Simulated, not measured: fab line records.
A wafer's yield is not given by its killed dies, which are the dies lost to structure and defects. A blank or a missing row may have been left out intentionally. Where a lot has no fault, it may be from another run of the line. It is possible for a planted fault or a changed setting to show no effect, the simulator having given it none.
Which tool did it? || flow nand-harc || at 1 step of a route of 1302, 13 lots with 39 wafers sampled

== WHAT THE GAUGES SHOWED, per wafer ==
NHARC_P_M0_THK_MEAS_24: measures by xrf. Usual: thk-nm 117.0 nm, standard deviation 1.4.
{"lot": "L813", "measured": "day 6 17:42", "on": "film-metro-02", "thk-nm (nm)": "117.1 116.5 116.2", "flag": ""}
{"lot": "L814", "measured": "day 7 07:47", "on": "film-metro-01", "thk-nm (nm)": "115.2 117.0 118.1", "flag": ""}
{"lot": "L817", "measured": "day 8 07:49", "on": "film-metro-01", "thk-nm (nm)": "116.3 118.8 116.2", "flag": ""}
{"lot": "L816", "measured": "day 8 17:01", "on": "film-metro-02", "thk-nm (nm)": "116.2 114.8 117.3", "flag": ""}
{"lot": "L818", "measured": "day 9 01:47", "on": "film-metro-02", "thk-nm (nm)": "116.6 116.3 117.0", "flag": ""}
{"lot": "L821", "measured": "day 10 06:29", "on": "film-metro-01", "thk-nm (nm)": "115.8 115.3 116.2", "flag": ""}
{"lot": "L829", "measured": "day 13 02:17", "on": "film-metro-01", "thk-nm (nm)": "115.3 116.8 114.7", "flag": ""}
{"lot": "L830", "measured": "day 13 18:53", "on": "film-metro-02", "thk-nm (nm)": "119.9 115.6 117.2", "flag": ""}
{"lot": "L831", "measured": "day 13 22:50", "on": "film-metro-01", "thk-nm (nm)": "115.4 117.2 114.7", "flag": ""}
{"lot": "L832", "measured": "day 14 08:32", "on": "film-metro-01", "thk-nm (nm)": "120.0 119.5 120.8", "flag": ""}
{"lot": "L833", "measured": "day 15 09:02", "on": "film-metro-02", "thk-nm (nm)": "117.4 116.2 116.6", "flag": ""}
{"lot": "L834", "measured": "day 15 13:31", "on": "film-metro-01", "thk-nm (nm)": "117.3 116.2 119.7", "flag": ""}
{"lot": "L835", "measured": "day 15 20:04", "on": "film-metro-01", "thk-nm (nm)": "117.5 117.0 118.0", "flag": ""}

== WHAT TOOL EACH LOT RAN ON (gives the tool, then ch and the chambers of the sampled wafers, and finally the start) ==
The record holds no process step before these readings.

== WHAT THE TOOLS THEMSELVES READ (means of the sampled wafers that have a number; where no wafer has one, the mark that the record gives instead) ==
The record holds no such reading with a usual standard deviation.

== THE ANSWER, worked out from the rows above alone ==
Rule: a lot counts as off when the mean over its wafers that have a number is more than 3 standard deviations away from the usual mean. A lot without any number at a reading at which 4 lots or more have one is off too. All remaining lots with rows at the step are treated as sound. After the gauges, taken in route order, come the tools' own readings; for these a lot's mean is taken, as printed above. At the first step where some lot is off, the reading lying furthest off is the one used; lots without a number count as furthest.
None of the lots is off at any reading shown; this tells nothing.

== WHAT THE SIMULATOR HAD INSERTED ==
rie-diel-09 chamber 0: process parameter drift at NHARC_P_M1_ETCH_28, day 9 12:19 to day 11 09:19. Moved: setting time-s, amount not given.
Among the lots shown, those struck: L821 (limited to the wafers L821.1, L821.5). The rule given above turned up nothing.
